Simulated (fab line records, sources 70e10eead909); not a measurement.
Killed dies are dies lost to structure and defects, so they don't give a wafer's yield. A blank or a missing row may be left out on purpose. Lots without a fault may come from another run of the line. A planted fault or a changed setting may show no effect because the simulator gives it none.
Which tool did it? | flow nand_harc | 12 lots, 36 wafers sampled, at 5 steps of a route of 1302

WHAT THE GAUGES READ, wafer by wafer
NHARC_A_SGD_CUT_THK_MEAS_22: measures by ellipsometry.
lot  | measured     | on            | thk_nm (nm)
L075 | day 19 22:44 | film_metro-01 | 147.5 147.4 147.3
L078 | day 20 16:04 | film_metro-02 | 146.7 148.2 148.4
L079 | day 22 04:26 | film_metro-01 | 149.9 149.8 150.3
L081 | day 22 22:27 | film_metro-01 | 147.5 143.7 146.8
L082 | day 23 09:17 | film_metro-01 | 147.8 147.7 148.2
L085 | day 23 21:51 | film_metro-01 | 150.0 148.8 149.0
L087 | day 24 19:44 | film_metro-01 | 150.9 149.1 148.7
L091 | day 25 19:32 | film_metro-02 | 148.6 145.3 147.9
L090 | day 25 19:32 | film_metro-01 | 149.0 148.7 147.8
L093 | day 27 05:25 | film_metro-02 | 150.2 150.1 148.7
L094 | day 27 19:44 | film_metro-01 | 146.5 148.7 147.8
L097 | day 29 01:35 | film_metro-01 | 145.4 144.8 147.8

WHICH TOOL RAN EACH LOT (tool, then ch and the chambers of the sampled wafers, then the start)
lot  | NHARC_A_STAIRCASE_HM_OPEN_460                 | NHARC_A_STAIRCASE_DEP_417       | NHARC_A_STAIRCASE_DEP_325       | NHARC_A_SGD_CUT_DEP_00
L075 | rie_diel-05 ch 1,2,3, day 17 16:36 or earlier | pecvd-03 ch 1,2, day 17 16:36   | pecvd-03 ch 0,1, day 18 20:41   | pecvd-03 ch 0,1,2, day 19 13:28
L078 | rie_diel-09 ch 0,1, day 18 14:00 or earlier   | pecvd-02 ch 0,1,2, day 18 14:00 | pecvd-02 ch 0,1,2, day 19 16:23 | pecvd-04 ch 0,1, day 20 09:39
L079 | rie_diel-05 ch 0,1, day 19 14:47 or earlier   | pecvd-04 ch 0,1, day 19 14:47   | pecvd-04 ch 0,1,2, day 20 22:20 | pecvd-04 ch 1,2, day 21 21:38
L081 | rie_diel-05 ch 1,3, day 20 03:25 or earlier   | pecvd-03 ch 0,2, day 20 03:25   | pecvd-04 ch 1, day 21 16:40     | pecvd-01 ch 0,2, day 22 15:33
L082 | rie_diel-09 ch 0,1,3, day 20 17:43 or earlier | pecvd-03 ch 0,1,2, day 20 17:43 | pecvd-03 ch 0,1, day 22 09:13   | pecvd-01 ch 0,1,2, day 23 01:11
L085 | rie_diel-09 ch 1,2,3, day 21 19:31 or earlier | pecvd-04 ch 0,1,2, day 21 19:31 | pecvd-03 ch 0,1, day 22 23:34   | pecvd-04 ch 0,1,2, day 23 15:04
L087 | rie_diel-01 ch 0,1,3, day 22 16:05 or earlier | pecvd-03 ch 0,1,2, day 22 16:05 | pecvd-02 ch 0,1,2, day 23 21:07 | pecvd-01 ch 0,1,2, day 24 12:27
L091 | rie_diel-01 ch 0,1,2, day 23 16:13 or earlier | pecvd-03 ch 1,2, day 23 16:13   | pecvd-04 ch 0,1,2, day 24 21:09 | pecvd-03 ch 0,2, day 25 12:40
L090 | rie_diel-05 ch 0,1,3, day 23 22:56 or earlier | pecvd-04 ch 0,1,2, day 23 22:56 | pecvd-03 ch 0,1, day 24 21:18   | pecvd-01 ch 0,2, day 25 12:22
L093 | rie_diel-05 ch 0,2,3, day 25 02:35 or earlier | pecvd-03 ch 0,2, day 25 02:35   | pecvd-04 ch 0,2, day 26 03:55   | pecvd-01 ch 0,1, day 26 22:22
L094 | rie_diel-09 ch 0,1,3, day 25 12:14 or earlier | pecvd-03 ch 1,2, day 25 12:14   | pecvd-03 ch 0,1, day 26 17:37   | pecvd-03 ch 1,2, day 27 12:43
L097 | rie_diel-09 ch 0,1,2, day 26 22:09 or earlier | pecvd-03 ch 0,1,2, day 26 22:09 | pecvd-02 ch 0,1,2, day 27 23:53 | pecvd-01 ch 0,1,2, day 28 18:47
- NHARC_A_STAIRCASE_HM_OPEN_460: chemistry O2/COS.
- NHARC_A_STAIRCASE_DEP_417: deposits Si3N4, target thk 60 nm.
- NHARC_A_STAIRCASE_DEP_325: deposits SiO2, target thk 7200 nm.
- NHARC_A_SGD_CUT_DEP_00: deposits SiNx, target thk 50 nm.

THE ANSWER, worked out from the rows above alone
Rule: what is usual is taken from the lots themselves. Put in order of their means at a reading, lots are off if they are a third of the lots or fewer, leave a main group of 4 or more, and stand apart from it by a gap of 3 or more times the standard deviation of the main group's means; of several such gaps the widest counts. A main group whose means are all the same, to the digits that the tables above print for the reading, isn't used. A lot without any number at a reading at which 4 lots or more have one is off too. The other lots that the step has rows for count as sound.
No lot is off at any reading shown: from this, nothing can be told.

WHAT THE SIMULATOR HAD PUT IN
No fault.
